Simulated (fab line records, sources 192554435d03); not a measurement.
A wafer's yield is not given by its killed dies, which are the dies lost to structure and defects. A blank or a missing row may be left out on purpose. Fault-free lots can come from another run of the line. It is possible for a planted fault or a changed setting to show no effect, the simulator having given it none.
Matching of chambers -- flow n5Finfet -- 4 sister chambers for N5_BEOL_M11_CMP_52 on cmp-03
The step polishes, stops on SiCOH lowk, t overpolish 7 s, target thk 140 nm. 4 wafers are shown with their chamber, then 11 later ones without.

== WAFERS WITH THEIR CHAMBER ==
wafer,chamber,timeToEndpointS (s)
L082.4,3,69
L084.2,0,69
L084.6,1,58
L086.2,2,61

== WAFERS WITH NO CHAMBER GIVEN ==
wafer,timeToEndpointS (s)
L086.3,60
L086.6,59
L087.3,64
L087.5,62
L087.6,71
L091.2,68
L091.5,66
L091.6,58
L093.2,57
L093.3,68
L093.4,57

== EACH ONE'S CHAMBER ==
wafer,from the rows above,in truth
L086.3,can't be placed: 2 or 1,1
L086.6,can't be placed: 1 or 2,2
L087.3,can't be placed: 2 or 0 or 3 or 1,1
L087.5,can't be placed: 2 or 1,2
L087.6,can't be placed: 0 or 3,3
L091.2,can't be placed: 0 or 3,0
L091.5,can't be placed: 0 or 3 or 2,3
L091.6,can't be placed: 1 or 2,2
L093.2,can't be placed: 1 or 2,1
L093.3,can't be placed: 0 or 3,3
L093.4,can't be placed: 1 or 2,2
Correctly placed: 0 of 11. Can't be placed from these rows: 11 (the true chamber is among the candidates in 11). Wrongly placed: 0.
How it was worked out, from the rows above alone: a wafer's distance from a chamber is the root of the sum, over the readings, of the square of ((its reading less the chamber's mean) divided by the reading's scatter). If the next closest chamber is less than 2 further off than the closest, the wafer can't be placed; otherwise it belongs to the closest. Each chamber's mean is taken over the wafers shown for it. The scatter (one wafer shown for each chamber): square how far every hidden wafer sits from the nearest shown wafer, average those squares and take the square root.
